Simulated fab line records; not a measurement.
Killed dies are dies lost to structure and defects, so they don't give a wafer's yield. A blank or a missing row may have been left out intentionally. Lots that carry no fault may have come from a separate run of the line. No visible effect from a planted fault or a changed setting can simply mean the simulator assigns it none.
Lot-split experiment | flow n5_finfet | route with 1938 steps; 7 lots, 21 wafers read

== ABOUT THE SPLIT ==
At N5_BEOL_M4_COAT_73 (time 60 s, resist thk 5 nm), the setting spin_rpm was moved away from the recipe's 1500 rpm on 6 of the 21 wafers read, by -8.4% to -3.7%. All remaining wafers had this setting at the recipe value.

== THE PATH FROM SPLIT TO READING: the file shows 1 step between them ==
- N5_BEOL_M4_DESCUM_16: chemistry O2, time 7 s (also split here: time_s)

== THE READING ==
etch.depth_nm (the simulator's own value, which no gauge read), in nm, at N5_BEOL_M4_ETCH_74 (etches underlayer in N2/H2, target depth 6.5 nm, time 5.2 s). The file does not state a usual value for it. Across the 15 wafers here that went through the recipe, the average is 4.993 nm and the standard deviation 0.011 nm.

wafer  | tool, chamber at the split | spin_rpm as run, rpm | against the recipe | etch.depth_nm, nm | against lot-mates on the recipe
L074.3 | litho_track-05, 0          | 1500                 | recipe             | 5.006             | -
L074.4 | litho_track-05, 0          | 1500                 | recipe             | 5.005             | -
L074.5 | litho_track-05, 0          | 1500                 | recipe             | 4.993             | -
L075.1 | litho_track-04, 0          | 1374                 | -8.4%              | 5.222             | +0.227
L075.2 | litho_track-04, 0          | 1500                 | recipe             | 4.995             | -
L075.3 | litho_track-04, 0          | 1374                 | -8.4%              | 5.218             | +0.223
L082.2 | litho_track-05, 0          | 1500                 | recipe             | 4.979             | -
L082.4 | litho_track-05, 0          | 1500                 | recipe             | 4.996             | -
L082.6 | litho_track-05, 0          | 1500                 | recipe             | 5.003             | -
L089.1 | litho_track-04, 0          | 1500                 | recipe             | 4.999             | -
L089.3 | litho_track-04, 0          | 1500                 | recipe             | 5.006             | -
L089.4 | litho_track-04, 0          | 1442                 | -3.9%              | 5.102             | +0.100
L094.2 | litho_track-02, 0          | 1500                 | recipe             | 4.991             | -
L094.3 | litho_track-02, 0          | 1500                 | recipe             | 5                 | -
L094.4 | litho_track-02, 0          | 1445                 | -3.7%              | 5.1               | +0.104
L093.3 | litho_track-04, 0          | 1500                 | recipe             | 4.983             | -
L093.4 | litho_track-04, 0          | 1500                 | recipe             | 4.98              | -
L093.6 | litho_track-04, 0          | 1396                 | -6.9%              | 5.173             | +0.191
L096.2 | litho_track-02, 0          | 1438                 | -4.1%              | 5.079             | +0.101
L096.4 | litho_track-02, 0          | 1500                 | recipe             | 4.989             | -
L096.5 | litho_track-02, 0          | 1500                 | recipe             | 4.967             | -

THE FIT
A straight line over all 21 wafers: etch.depth_nm changes by -0.0266 nm for each +1% of spin_rpm; r = -0.99; the points scatter about the line by 0.012 nm.
The same after taking each lot's own level away (the mean of its wafers on the recipe; 21 wafers): -0.0268 nm for each +1%; r = -1.00; scatter 0.0069 nm.
Per that fit: largest spin_rpm move, reading shift of 0.23 nm.
Measured against the standard deviation above, the lots' own levels, which go from 4.9780 to 5.0025 nm, span 2.2 times it.
The two slopes are in agreement: the lot-to-lot level therefore moves the slope only a little.
Check: +0.225 nm against its lot-mates is what the line predicts for one of the wafers moved furthest among these (-8.4%) when that wafer is left out of the fit. Against them it came out at +0.227 nm.

== THE OTHER SPLITS THESE WAFERS WENT THROUGH ==
These wafers also went through other splits before the reading. Each is held against what the fit with the lots' levels taken away leaves over:
other split on the same wafers   | wafers away from the commonest value | r with etch.depth_nm (lot level and that fit taken away)
N5_BEOL_M1_EXPOSE_25 dose_mj     | 6                                    | +0.13
N5_BEOL_M2_ETCH_69 bias_w        | 6                                    | +0.04
N5_BEOL_M2_TRENCH_ETCH_37 bias_w | 4                                    | -0.32
N5_BEOL_M3_EXPOSE_08 dose_mj     | 6                                    | -0.20
N5_BEOL_M3_ETCH_64 time_s        | 5                                    | -0.12
N5_BEOL_M3_SPUTTER_86 time_s     | 6                                    | +0.00
N5_BEOL_M4_DESCUM_16 time_s      | 9                                    | -0.17

== FILE'S OWN FIT ==
etch.depth_nm changes by -0.0268 nm for each +1% of spin_rpm, r = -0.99.
